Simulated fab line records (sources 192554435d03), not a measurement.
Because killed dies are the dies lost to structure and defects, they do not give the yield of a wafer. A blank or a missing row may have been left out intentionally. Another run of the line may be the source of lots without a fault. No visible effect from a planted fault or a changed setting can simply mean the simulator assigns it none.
fab line records ; flow n5-finfet
record lots=12; wafers=32; last-day=17
route steps=1938 shown BEOL_M6@1239 BEOL_M7@1263
lots that met no fault: taken from a fault-free run of the same line
start-h: hours from the record's opening day to when the first of the lot's shown wafers began ; wait-h: hours elapsed since this lot's preceding step ; " repeats the value in the row above ; L1.1+2: several wafers, shown together as one row ; - no value, or no start was given ; * or withheld: withheld ; < > ~ a bound
route shown NAME@n: a module of which the file shows steps, and the number in the route of the first ; usual: mean and standard deviation over wafers with no fault ; same: alike in all rows ; chamber/n: place in a boat ; sites: the reading at each site ; _std_site: the values' standard deviation ; _edge_site: outer sites' mean less inner sites' ; radius-mm: how far each site lies from the wafer's centre ; mask NAME#n: copy n ; behind: the last tool/chamber to shape the wafer ; hold: why the lot was held/for how many hours/how that ended ; device: transistor that didn't switch, given as n, p or np ; end of line: the tests these same wafers got at the end of their route ; a step without rows: its recipe alone ; killed: the dies lost at the first sort to structure and to defects; this is not the yield of the wafer ; map: dies across one wafer; x = killed, . = not, _ = none there
set.NAME: the setting as run; set.NAME@STEP: as run at that earlier step ; model.NAME: the simulator's own value behind a step, which no gauge read
route steps across a sampled set of lots; one table per step, one row per wafer
services: the hour from which a tool's chamber was out of use, counted from the record's first day as start-h (under 0 if before that day), plus the number of hours and why
## steps
# step N5_BEOL_M6_TRENCH_ETCH_37
# recipe chemistry=C4F6/O2; target-depth-a=944.35; target=SiCOH_lowk; time-s=31.5; ion-energy-ev=250; pressure-mtorr=30; source-w=345; bias-w=185; Ar_flow_sccm=300; C4F6_flow_sccm=10; O2_flow_sccm=10
# usual drypump-motor-current-A=5.7/0.43; oes-product-au=0.83/0.06; rf-vpp-V=666/14; showerhead-plenum-p-Torr=2.89/0.081; throttle-valve-pct=20.82/0.28
lot.wafer;tool;chamber;start-h;wait-h;drypump-motor-current-A;oes-product-au;rf-hours-counter-h;rf-vpp-V;showerhead-plenum-p-Torr;throttle-valve-pct
L238.2;rie-diel-02;0;-;-;6.4;0.93;28;659;2.80;21.21
L238.3;rie-diel-02;2;-;-;5.6;0.68;246;669;2.80;21.05
L238.6;rie-diel-02;0;-;-;6.5;0.93;-;661;2.80;21.21
L237.1;rie-diel-03;0;-;-;6.2;0.83;99;656;2.88;21.33
L237.2;rie-diel-03;3;-;-;5.6;0.85;57;699;2.89;20.72
L240.2;rie-diel-03;1;-;-;5.6;0.91;25;647;2.99;20.62
L240.3;rie-diel-03;3;-;-;5.6;0.84;65;698;2.88;20.74
L240.6;rie-diel-03;0;-;-;6.2;0.81;-;659;2.88;21.33
L241.1;rie-diel-06;2;-;-;5.1;0.85;46;666;2.90;20.52
L241.2;rie-diel-06;1;-;-;6.1;0.78;117;662;2.74;20.86
L241.5;rie-diel-06;1;-;-;6.1;0.78;-;663;2.74;20.87
L243.1;rie-diel-03;2;-;-;5.5;0.87;52;647;2.99;21.05
L243.2;rie-diel-03;3;-;-;5.6;0.83;69;699;2.88;20.74
L243.6;rie-diel-03;3;-;-;5.6;0.83;-;698;2.88;20.73
L245.1;rie-diel-03;1;-;-;5.6;0.88;35;646;2.99;20.64
L245.3;rie-diel-03;0;-;-;6.2;0.79;118;657;2.87;21.36
L246.4;rie-diel-06;1;-;-;6.1;0.77;128;661;2.74;20.90
L246.5;rie-diel-06;3;-;-;5.8;0.82;-;667;2.99;20.77
L246.6;rie-diel-06;0;-;-;6.1;0.82;-;683;2.98;20.43
L248.3;rie-diel-03;2;-;-;5.5;0.86;61;648;2.99;21.05
L248.6;rie-diel-03;1;-;-;5.6;0.88;-;645;2.98;20.64
L247.2;rie-diel-06;0;-;-;6.2;0.80;83;683;2.98;20.45
L247.4;rie-diel-06;1;-;-;6.1;0.76;130;661;2.74;20.90
L247.5;rie-diel-06;1;-;-;6.1;0.75;-;661;2.74;20.88
L250.1;rie-diel-03;0;-;-;6.1;0.78;125;656;2.87;21.36
L250.3;rie-diel-03;2;-;-;5.5;0.85;63;647;2.99;21.07
L250.6;rie-diel-03;3;-;-;5.6;0.81;-;698;2.88;20.76
L254.1;rie-diel-06;0;-;-;6.2;0.80;95;682;2.97;20.47
L254.2;rie-diel-06;1;-;-;6.1;0.75;141;661;2.73;20.92
L254.4;rie-diel-06;2;-;-;5.1;0.82;69;665;2.88;20.57
L259.3;rie-diel-06;3;-;-;5.8;0.81;123;667;2.98;20.78
L259.6;rie-diel-06;0;-;-;6.2;0.78;-;682;2.97;20.49
# step N5_BEOL_M6_DEP_56
# recipe material=SiCN; target-thk-a=100; temp-c=withheld; precursor=3MS/NH3; pressure-torr=3; rf-w=202; time-s=17.5
# usual showerhead-plenum-p-Torr=3.665/0.013; throttle-valve-pct=9.1/0.37
lot.wafer;tool;chamber;start-h;wait-h;showerhead-plenum-p-Torr;throttle-valve-pct
L238.2;pecvd-02;2;190.70;0.0;3.682;8.9
L238.3;pecvd-02;1;190.70;0.0;3.675;9.4
L238.6;pecvd-02;0;190.70;0.0;3.645;9.3
L237.1;pecvd-03;2;190.73;0.0;3.690;8.5
L237.2;pecvd-03;0;190.73;0.0;3.653;9.2
L240.2;pecvd-04;1;215.55;0.0;3.663;9.0
L240.3;pecvd-04;0;215.55;0.0;3.654;8.9
L240.6;pecvd-04;0;215.55;0.0;3.661;8.9
L241.1;pecvd-03;0;219.83;0.0;3.654;9.6
L241.2;pecvd-03;2;219.83;0.0;3.695;8.6
L241.5;pecvd-03;2;219.83;0.0;3.691;8.3
L243.1;pecvd-04;0;228.00;0.0;3.648;9.0
L243.2;pecvd-04;2;228.00;0.0;3.662;9.1
L243.6;pecvd-04;0;228.00;0.0;3.659;9.2
L245.1;pecvd-02;2;243.21;0.0;3.671;8.9
L245.3;pecvd-02;1;243.21;0.0;3.674;9.6
L246.4;pecvd-02;0;256.36;0.0;3.654;9.3
L246.5;pecvd-02;2;256.36;0.0;3.685;9.2
L246.6;pecvd-02;1;256.36;0.0;3.662;9.8
L248.3;pecvd-04;0;259.61;0.0;3.654;9.2
L248.6;pecvd-04;1;259.61;0.0;3.664;8.9
L247.2;pecvd-04;1;260.97;0.0;3.663;9.0
L247.4;pecvd-04;1;260.97;0.0;3.660;8.9
L247.5;pecvd-04;1;260.97;0.0;3.657;9.2
L250.1;pecvd-03;0;263.68;0.0;3.672;9.3
L250.3;pecvd-03;2;263.68;0.0;3.681;8.4
L250.6;pecvd-03;1;263.68;0.0;3.667;9.4
L254.1;pecvd-04;1;294.84;0.0;3.661;9.1
L254.2;pecvd-04;2;294.84;0.0;3.666;8.2
L254.4;pecvd-04;0;294.84;0.0;3.653;9.1
L259.3;pecvd-03;1;326.89;0.0;3.671;9.2
L259.6;pecvd-03;0;326.89;0.0;3.667;9.4
# step N5_BEOL_M6_INSPECT_58
# recipe inspect-instrument=darkfield; mode=post-dep
# usual raw-defect-count=64/21
lot.wafer;tool;chamber;start-h;wait-h;raw-defect-count
L238.2;defect-inspect-02;-;191.08;0.0;74
L238.3;defect-inspect-02;-;191.08;0.0;75
L238.6;defect-inspect-02;-;191.08;0.0;63
L237.1;defect-inspect-01;-;191.09;0.0;49
L237.2;defect-inspect-01;-;191.09;0.0;60
L240.2;defect-inspect-02;-;215.64;0.0;67
L240.3;defect-inspect-02;-;215.64;0.0;66
L240.6;defect-inspect-02;-;215.64;0.0;53
L241.1;defect-inspect-02;-;219.92;0.0;55
L241.2;defect-inspect-02;-;219.92;0.0;89
L241.5;defect-inspect-02;-;219.92;0.0;97
L243.1;defect-inspect-02;-;228.09;0.0;113
L243.2;defect-inspect-02;-;228.09;0.0;57
L243.6;defect-inspect-02;-;228.09;0.0;80
L245.1;defect-inspect-02;-;243.30;0.0;102
L245.3;defect-inspect-02;-;243.30;0.0;80
L246.4;defect-inspect-02;-;256.44;0.0;52
L246.5;defect-inspect-02;-;256.44;0.0;57
L246.6;defect-inspect-02;-;256.44;0.0;51
L248.3;defect-inspect-02;-;259.71;0.0;48
L248.6;defect-inspect-02;-;259.71;0.0;73
L247.2;defect-inspect-01;-;261.09;0.0;41
L247.4;defect-inspect-01;-;261.09;0.0;65
L247.5;defect-inspect-01;-;261.09;0.0;69
L250.1;defect-inspect-01;-;263.78;0.0;55
L250.3;defect-inspect-01;-;263.78;0.0;75
L250.6;defect-inspect-01;-;263.78;0.0;81
L254.1;defect-inspect-01;-;294.94;0.0;29
L254.2;defect-inspect-01;-;294.94;0.0;42
L254.4;defect-inspect-01;-;294.94;0.0;45
L259.3;defect-inspect-02;-;326.99;0.0;99
L259.6;defect-inspect-02;-;326.99;0.0;89
# step N5_BEOL_M7_ILD_DEP_00
# recipe material=SiCOH_lowk; target-thk-a=1797.5; temp-c=300; precursor=DEMS/porogen; pressure-torr=5; rf-w=500; time-s=33.4
# usual heater-power-outer-w=137/28; heater-power-w=309/54; showerhead-plenum-p-Torr=5.743/0.014; susceptor-temp-C=299.98/0.2; throttle-valve-pct=13.7/0.67
lot.wafer;tool;chamber;start-h;wait-h;heater-power-outer-w;heater-power-w;showerhead-plenum-p-Torr;susceptor-temp-C;throttle-valve-pct
L238.2;pecvd-03;1;191.12;0.0;130;314;5.745;299.91;14.2
L238.3;pecvd-03;0;191.12;0.0;142;322;5.735;300.04;14.6
L238.6;pecvd-03;0;191.12;0.0;144;333;5.742;300.17;14.4
L237.1;pecvd-01;0;191.12;0.0;170;388;5.750;299.86;12.8
L237.2;pecvd-01;2;191.12;0.0;176;361;5.742;299.90;12.7
L240.2;pecvd-03;2;215.68;0.0;129;278;5.764;300.04;12.9
L240.3;pecvd-03;0;215.68;0.0;139;310;5.745;299.78;14.5
L240.6;pecvd-03;0;215.68;0.0;143;317;5.749;299.82;14.2
L241.1;pecvd-01;2;219.96;0.0;137;314;5.745;299.84;13.0
L241.2;pecvd-01;0;219.96;0.0;160;387;5.743;300.03;12.7
L241.5;pecvd-01;0;219.96;0.0;170;394;5.736;299.97;12.8
L243.1;pecvd-03;2;228.13;0.0;94;238;5.778;299.75;13.0
L243.2;pecvd-03;1;228.13;0.0;170;374;5.753;300.00;14.2
L243.6;pecvd-03;0;228.13;0.0;147;323;5.741;299.95;14.3
L245.1;pecvd-03;0;243.34;0.0;153;328;5.736;300.10;14.4
L245.3;pecvd-03;2;243.34;0.0;133;292;5.768;299.79;12.8
L246.4;pecvd-03;2;256.49;0.1;104;245;5.772;300.12;12.9
L246.5;pecvd-03;0;256.49;0.1;146;323;5.730;300.18;14.2
L246.6;pecvd-03;1;256.49;0.1;183;390;5.739;299.78;14.2
L248.3;pecvd-04;1;259.77;0.1;133;277;5.727;300.16;13.9
L248.6;pecvd-04;1;259.77;0.1;131;281;5.744;299.95;14.1
L247.2;pecvd-03;1;261.12;0.0;171;374;5.713;300.12;14.2
L247.4;pecvd-03;0;261.12;0.0;127;294;5.730;299.61;14.5
L247.5;pecvd-03;2;261.12;0.0;116;268;5.763;300.07;12.9
L250.1;pecvd-03;0;263.82;0.0;140;317;5.733;299.66;14.6
L250.3;pecvd-03;2;263.82;0.0;122;267;5.760;300.07;13.0
L250.6;pecvd-03;2;263.82;0.0;126;286;5.769;300.15;13.2
L254.1;pecvd-03;2;294.98;0.0;123;271;5.776;300.06;13.1
L254.2;pecvd-03;1;294.98;0.0;132;328;5.737;300.25;14.2
L254.4;pecvd-03;0;294.98;0.0;144;324;5.730;303.94;14.4
L259.3;pecvd-04;2;327.02;0.0;105;247;5.751;300.03;12.8
L259.6;pecvd-04;1;327.02;0.0;135;293;5.715;299.72;14.1
## services
tool;chamber;start-h;hours;kind
pecvd-03;0;176.17;2.1;scheduled-down
rie-diel-02;2;177.14;9.3;repair
rie-diel-02;1;178.63;14.1;repair
pecvd-04;2;181.58;5.5;scheduled-down
rie-diel-03;1;186.86;6.5;repair
pecvd-04;-;186.89;6.0;pm
rie-diel-02;1;193.11;-;clean
pecvd-03;-;194.16;6.6;repair
pecvd-04;1;198.86;14.1;repair
rie-diel-03;1;202.38;5.7;repair
rie-diel-03;-;207.12;0.4;repair
pecvd-04;2;217.99;6.7;repair
pecvd-01;1;218.87;5.0;scheduled-down
rie-diel-02;2;220.79;6.6;repair
rie-diel-02;3;222.10;1.4;repair
pecvd-04;2;246.07;5.5;scheduled-down
rie-diel-03;2;246.73;2.6;repair
pecvd-04;2;251.58;-;clean
pecvd-04;2;251.58;-;consumable-replace:showerhead
pecvd-04;2;251.58;29.0;scheduled-down
pecvd-04;2;251.58;29.0;vent-cycle
pecvd-03;-;257.52;0.3;repair
rie-diel-06;-;307.32;2.8;pm
pecvd-01;-;318.31;6.0;pm
## key
first-sign step=N5_BEOL_M7_ILD_DEP_00; reading=susceptor-temp-C; direction=up; sigmas=20; usual=*; struck=*
effect none on later readings
met-at N5_BEOL_M7_ILD_DEP_00
struck-lots L254
struck-wafers L254.4
not-acting-at N5_BEOL_M6_TRENCH_ETCH_37,N5_BEOL_M6_DEP_56,N5_BEOL_M6_INSPECT_58
onset-between 263.82 294.98
fault kind=process-parameter-drift; tool=pecvd-03; chamber=0; onset-h=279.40; steps=N5_BEOL_M7_ILD_DEP_00; channel=temp-c; offset=*; shape=step; end-h=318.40; acts-in=*; stated=*
